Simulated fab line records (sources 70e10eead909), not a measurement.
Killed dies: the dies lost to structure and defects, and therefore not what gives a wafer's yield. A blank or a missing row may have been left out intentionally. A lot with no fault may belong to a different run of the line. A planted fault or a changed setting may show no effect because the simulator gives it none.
Matching of chambers || flow nandHarc || 3 sister chambers for NHARC_A_STAIRCASE_DEP_325 on pecvd-01
The step deposits SiO2, target thk 3800 nm. 22 wafers are shown with their chamber, then 11 later ones without.

WAFERS WITH THEIR CHAMBER
{"wafer": "L074.1", "chamber": 1, "heaterPowerW (W)": 560}
{"wafer": "L074.2", "chamber": 2, "heaterPowerW (W)": 570}
{"wafer": "L074.3", "chamber": 0, "heaterPowerW (W)": 757}
{"wafer": "L078.2", "chamber": 2, "heaterPowerW (W)": 619}
{"wafer": "L078.5", "chamber": 2, "heaterPowerW (W)": 524}
{"wafer": "L078.6", "chamber": 1, "heaterPowerW (W)": 511}
{"wafer": "L081.1", "chamber": 1, "heaterPowerW (W)": 624}
{"wafer": "L081.2", "chamber": 2, "heaterPowerW (W)": 593}
{"wafer": "L081.5", "chamber": 0, "heaterPowerW (W)": 657}
{"wafer": "L082.1", "chamber": 2, "heaterPowerW (W)": 615}
{"wafer": "L082.2", "chamber": 1, "heaterPowerW (W)": 553}
{"wafer": "L082.5", "chamber": 0, "heaterPowerW (W)": 650}
{"wafer": "L080.1", "chamber": 0, "heaterPowerW (W)": 773}
{"wafer": "L080.5", "chamber": 1, "heaterPowerW (W)": 499}
{"wafer": "L080.6", "chamber": 0, "heaterPowerW (W)": 678}
{"wafer": "L086.1", "chamber": 0, "heaterPowerW (W)": 752}
{"wafer": "L086.2", "chamber": 1, "heaterPowerW (W)": 600}
{"wafer": "L086.6", "chamber": 0, "heaterPowerW (W)": 669}
{"wafer": "L092.1", "chamber": 2, "heaterPowerW (W)": 670}
{"wafer": "L092.2", "chamber": 1, "heaterPowerW (W)": 570}
{"wafer": "L092.6", "chamber": 2, "heaterPowerW (W)": 526}
{"wafer": "L091.1", "chamber": 1, "heaterPowerW (W)": 502}

SIGNATURES (means of the wafers above)
{"reading": "heaterPowerW", "chamber 0": 705.14, "chamber 1": 552.38, "chamber 2": 588.14, "scatter within a chamber": 50.5}
Rule: for each reading, subtract the chamber's mean from the wafer's reading, divide by that reading's scatter and square the result; add these up over the readings and take the root, which gives the wafer's distance from the chamber. If the next closest chamber is less than 2 further off than the closest, the wafer can't be placed; otherwise it belongs to the closest. The scatter: take each reading less its chamber's mean, square it, sum over the shown wafers, divide by the number of wafers less the number of chambers, and take the root.

WAFERS WHOSE CHAMBER IS MISSING
{"wafer": "L091.2", "heaterPowerW (W)": 571}
{"wafer": "L091.3", "heaterPowerW (W)": 796}
{"wafer": "L093.1", "heaterPowerW (W)": 775}
{"wafer": "L093.3", "heaterPowerW (W)": 598}
{"wafer": "L093.6", "heaterPowerW (W)": 648}
{"wafer": "L096.1", "heaterPowerW (W)": 613}
{"wafer": "L096.2", "heaterPowerW (W)": 811}
{"wafer": "L096.6", "heaterPowerW (W)": 495}
{"wafer": "L097.3", "heaterPowerW (W)": 618}
{"wafer": "L097.4", "heaterPowerW (W)": 484}
{"wafer": "L097.6", "heaterPowerW (W)": 518}

WHICH CHAMBER EACH ONE RAN IN
{"wafer": "L091.2", "from the rows above": "can't be placed: 2 or 1", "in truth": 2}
{"wafer": "L091.3", "from the rows above": 0, "in truth": 0}
{"wafer": "L093.1", "from the rows above": 0, "in truth": 0}
{"wafer": "L093.3", "from the rows above": "can't be placed: 2 or 1 or 0", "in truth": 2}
{"wafer": "L093.6", "from the rows above": "can't be placed: 0 or 2 or 1", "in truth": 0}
{"wafer": "L096.1", "from the rows above": "can't be placed: 2 or 1 or 0", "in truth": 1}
{"wafer": "L096.2", "from the rows above": 0, "in truth": 0}
{"wafer": "L096.6", "from the rows above": "can't be placed: 1 or 2", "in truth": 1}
{"wafer": "L097.3", "from the rows above": "can't be placed: 2 or 1 or 0", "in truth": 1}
{"wafer": "L097.4", "from the rows above": "can't be placed: 1 or 2", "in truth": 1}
{"wafer": "L097.6", "from the rows above": "can't be placed: 1 or 2", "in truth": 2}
3 of 11 placed correctly. Not placeable from these rows: 8 (in 8, the candidates include the true chamber). Number placed wrongly: 0.
